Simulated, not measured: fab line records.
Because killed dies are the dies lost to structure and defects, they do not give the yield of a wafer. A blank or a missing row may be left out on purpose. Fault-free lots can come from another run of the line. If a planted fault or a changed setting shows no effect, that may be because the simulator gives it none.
A struck lot beside a sound one -- flow nand harc -- 15 out of 1302 route steps
Sound: the wafers L450.1, L450.4, L450.6. Wafers L453.1, L453.2, L453.6 were the ones struck. At the end, the cause is stated.
For every step that has rows: the tool of each side, followed by ch and its chambers, followed by its first start. Under that, the readings that differ: sound wafers -- struck wafers -- difference of the means -- sigmas: that difference in standard deviations of wafers without a fault.
alike: readings whose means differ by less than 2 such deviations, and words and numbers that are the same on both sides. not compared: withheld readings, readings that some wafer has no value for, bounds like >300 that may hide the same value, and numbers for which the record gives no deviation and whose values overlap.
A row with sigmas, a row that says differs or no value, or rows on one side alone: a step with any of these is where the two part. When numbers do not overlap yet have no deviation, they are printed without sigmas and do not part them. Lack of a reading on every wafer of one side parts them only where that side has two or more wafers.

first, 1 step without rows for these wafers: NHARC_A_CONTACT_ETCH_129 (etches the open film in C4F8/O2/Ar, time 197 s, target depth 1918 nm).
NHARC_A_CONTACT_ETCH_130: etches the open film in C4F8/O2/Ar, time 197 s, target depth 1918 nm.
  sound on har cap etch-01 ch 0,1, day 25 13:06; struck on har cap etch-02 ch 0,1, day 27 01:56
  not compared: rf hours counter h
then, 1 step without rows for these wafers: NHARC_A_CONTACT_ETCH_131 (etches the open film in C4F8/O2/Ar, time 197 s, target depth 1918 nm).
NHARC_A_CONTACT_ETCH_132: etches the open film in C4F8/O2/Ar, time 197 s, target depth 1924 nm.
  sound on har cap etch-01 ch 0,1, day 25 13:26; struck on har cap etch-02 ch 0,1, day 27 02:25
  not compared: rf hours counter h
NHARC_A_CONTACT_ETCH_133: etches the open film in C4F8/O2/Ar, time 374 s, target depth 1610 nm.
  sound on har cap etch-01 ch 0,1, day 25 13:40; struck on har cap etch-02 ch 0,1, day 27 02:38
  not compared: rf hours counter h
NHARC_A_CONTACT_ETCH_91: etches the open film in CH3F/O2, target depth 40 nm, time 85.7 s.
  sound on rie diel-03 ch 0,3, day 25 14:44; struck on rie diel-11 ch 0,3, day 27 03:35
  alike: bias w, drypump motor current A, mfc ar sccm, oes product au, rf vpp V, showerhead plenum p Torr, throttle valve pct
  not compared: rf hours counter h
then, 1 step without rows for these wafers: NHARC_A_CONTACT_ETCH_97 (etches the open film in C4F6/O2, target depth 20 nm, time 10 s).
NHARC_A_CONTACT_CD_MEAS_80:
  sound on cd sem-02 at day 25 14:57; struck on cd sem-02 at day 27 03:48
  alike: cd nm
then, 3 steps without rows for these wafers: NHARC_A_CONTACT_STRIP_103 (strips in N2/H2); NHARC_A_CONTACT_STRIP_104 (strips in CF4/CHF3); NHARC_A_CONTACT_STRIP_105 (strips in O2/COS).
NHARC_A_CONTACT_ETCH_106: etches the open film in CF4/O2, target depth 90 nm, overetch 9 nm, time 49.5 s.
  sound on rie diel-03 ch 0,3, day 25 15:14; struck on rie diel-11 ch 0,2, day 27 04:06
  alike: bias w, drypump motor current A, mfc ar sccm, oes product au, rf vpp V, showerhead plenum p Torr, throttle valve pct
  not compared: rf hours counter h
NHARC_A_CONTACT_STRIP_82: strips in O2.
  sound on rie diel-03 ch 0,1,2, day 25 15:23; struck on rie diel-11 ch 1,2, day 27 04:10
  no value came back on the struck wafers for any of 8 readings (bias w (W), chamber pressure mTorr (mTorr) and others); on the sound wafers bias w (W) reads 0 0 0
  not compared: rf hours counter h
then, 1 step without rows for these wafers: NHARC_A_CONTACT_STRIP_83 (strips in post etch residue remover, time 600 s).
-- jump in the record: it breaks off in module A_CONTACT and resumes in module END (first step shown: number 1302 of the route), and 2 days separate the struck wafers' starts before and after --
NHARC_END_SORT_01:
  at this point the record logs the struck wafers (prober-01 ch 0, day 29 08:22) and has no rows for the sound ones

== WHERE THEY PART ==
Last at NHARC_END_SORT_01 as far as this record goes, first at NHARC_A_CONTACT_STRIP_82.

WHY: whatever the simulator had introduced
Skipped step whole: rie diel-11, from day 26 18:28 on, at NHARC_A_CONTACT_STRIP_82. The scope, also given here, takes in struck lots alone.
